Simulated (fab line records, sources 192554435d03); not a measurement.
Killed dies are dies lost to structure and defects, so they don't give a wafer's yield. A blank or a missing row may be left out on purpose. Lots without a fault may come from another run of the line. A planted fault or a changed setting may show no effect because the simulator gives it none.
Chamber matching | flow n5_finfet | N5_BEOL_M3_ILD_DEP_00 on pecvd-03: 3 sister chambers
The step deposits SiOC from DEMS/O2, target thk 79 nm, time 15.3 s. 6 wafers are shown with their chamber, then 10 later ones without.

WAFERS WITH THEIR CHAMBER
wafer  | chamber | heater_power_w (W) | throttle_valve_pct (%)
L085.5 | 2       | 407                | 11.0
L086.3 | 2       | 384                | 11.3
L086.4 | 1       | 339                | 11.1
L086.6 | 0       | 524                | 11.8
L091.1 | 0       | 532                | 11.6
L091.3 | 1       | 370                | 11.0

WAFERS WITHOUT THEIR CHAMBER
wafer  | heater_power_w (W) | throttle_valve_pct (%)
L091.6 | 377                | 10.8
L094.1 | 405                | 10.7
L094.4 | 413                | 11.3
L094.5 | 422                | 11.3
L096.2 | 398                | 11.5
L096.3 | 502                | 11.6
L096.5 | 389                | 11.5
L097.1 | 386                | 11.4
L097.2 | 512                | 11.7
L097.3 | 360                | 11.2

WHICH CHAMBER EACH WENT THROUGH
wafer  | from the rows above     | in truth
L091.6 | can't be placed: 1 or 2 | 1
L094.1 | can't be placed: 2 or 1 | 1
L094.4 | 2                       | 2
L094.5 | 2                       | 2
L096.2 | can't be placed: 2 or 1 | 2
L096.3 | 0                       | 0
L096.5 | can't be placed: 2 or 1 | 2
L097.1 | can't be placed: 2 or 1 | 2
L097.2 | 0                       | 0
L097.3 | can't be placed: 1 or 2 | 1
Placed correctly: 4 of 10. Can't be placed from these rows: 6 (the true chamber is among the candidates in 6). Placed wrongly: 0.
How it was worked out, from the rows above alone: a wafer's distance from a chamber is the root of the sum, over the readings, of the square of ((its reading less the chamber's mean) divided by the reading's scatter). The wafer belongs to the nearest chamber; if the next one is less than 2 further off, it can't be placed. A chamber's mean is the mean of its shown wafers. The scatter: the root of (the sum of the squares of (reading less its chamber's mean) over the shown wafers, divided by (wafers less chambers)).
